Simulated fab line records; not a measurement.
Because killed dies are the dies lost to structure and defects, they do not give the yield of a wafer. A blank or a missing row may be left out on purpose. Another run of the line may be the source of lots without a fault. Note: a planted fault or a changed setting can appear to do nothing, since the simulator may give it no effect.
Chamber matching + flow n5_finfet + N5_FIN_SAQP_ETCH_52 on rie_diel-02: 3 sister chambers
The step etches SOC in N2/H2, target depth 100 nm, overetch 20 nm, time 150 s. 14 wafers are shown with their chamber, then 5 later ones without.

== WAFERS WITH THEIR CHAMBER ==
| wafer  | chamber | throttle_valve_pct (%) | oes_product_au (a.u.) | showerhead_plenum_p_Torr (Torr) |
|--------|---------|------------------------|-----------------------|---------------------------------|
| L566.1 | 2       | 17.47                  | 0.77                  | 2.59                            |
| L566.2 | 3       | 17.64                  | 0.68                  | 2.63                            |
| L566.3 | 1       | 18.19                  | 0.63                  | 2.61                            |
| L567.2 | 1       | 18.21                  | 0.63                  | 2.61                            |
| L567.3 | 3       | 17.68                  | 0.67                  | 2.63                            |
| L567.6 | 3       | 17.67                  | 0.67                  | 2.63                            |
| L569.1 | 3       | 17.68                  | 0.67                  | 2.63                            |
| L569.2 | 2       | 17.50                  | 0.76                  | 2.58                            |
| L569.5 | 2       | 17.50                  | 0.76                  | 2.58                            |
| L572.2 | 3       | 17.71                  | 0.66                  | 2.62                            |
| L572.3 | 1       | 18.22                  | 0.63                  | 2.60                            |
| L572.6 | 3       | 17.68                  | 0.66                  | 2.62                            |
| L579.4 | 2       | 17.51                  | 0.73                  | 2.58                            |
| L579.5 | 3       | 17.71                  | 0.65                  | 2.62                            |

SIGNATURES (averages over the wafers above)
| reading                  | chamber 1 | chamber 2 | chamber 3 | scatter within a chamber |
|--------------------------|-----------|-----------|-----------|--------------------------|
| throttle_valve_pct       | 18.2067   | 17.4950   | 17.6814   | 0.021                    |
| oes_product_au           | 0.6300    | 0.7550    | 0.6657    | 0.0116                   |
| showerhead_plenum_p_Torr | 2.6067    | 2.5825    | 2.6257    | 0.00534                  |
Rule: a wafer's distance from a chamber is the root of the sum, over the readings, of the square of ((its reading less the chamber's mean) divided by the reading's scatter). If the next closest chamber is less than 2 further off than the closest, the wafer can't be placed; otherwise it belongs to the closest. The scatter: the root of (the sum of the squares of (reading less its chamber's mean) over the shown wafers, divided by (wafers less chambers)).

== WAFERS MISSING THEIR CHAMBER ==
| wafer  | throttle_valve_pct (%) | oes_product_au (a.u.) | showerhead_plenum_p_Torr (Torr) |
|--------|------------------------|-----------------------|---------------------------------|
| L579.6 | 17.53                  | 0.74                  | 2.58                            |
| L580.4 | 17.72                  | 0.65                  | 2.62                            |
| L581.2 | 17.51                  | 0.73                  | 2.57                            |
| L581.3 | 17.80                  | 0.81                  | 2.60                            |
| L581.6 | 17.71                  | 0.65                  | 2.62                            |

== WHICH CHAMBER EACH ONE RAN IN ==
| wafer  | from the rows above     | in truth |
|--------|-------------------------|----------|
| L579.6 | 2                       | 2        |
| L580.4 | 3                       | 3        |
| L581.2 | 2                       | 2        |
| L581.3 | can't be placed: 3 or 2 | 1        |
| L581.6 | 3                       | 3        |
4 of 5 placed correctly. Unplaceable from these rows: 1, with the true chamber sitting among the candidates in 0. Placed wrongly: 0.
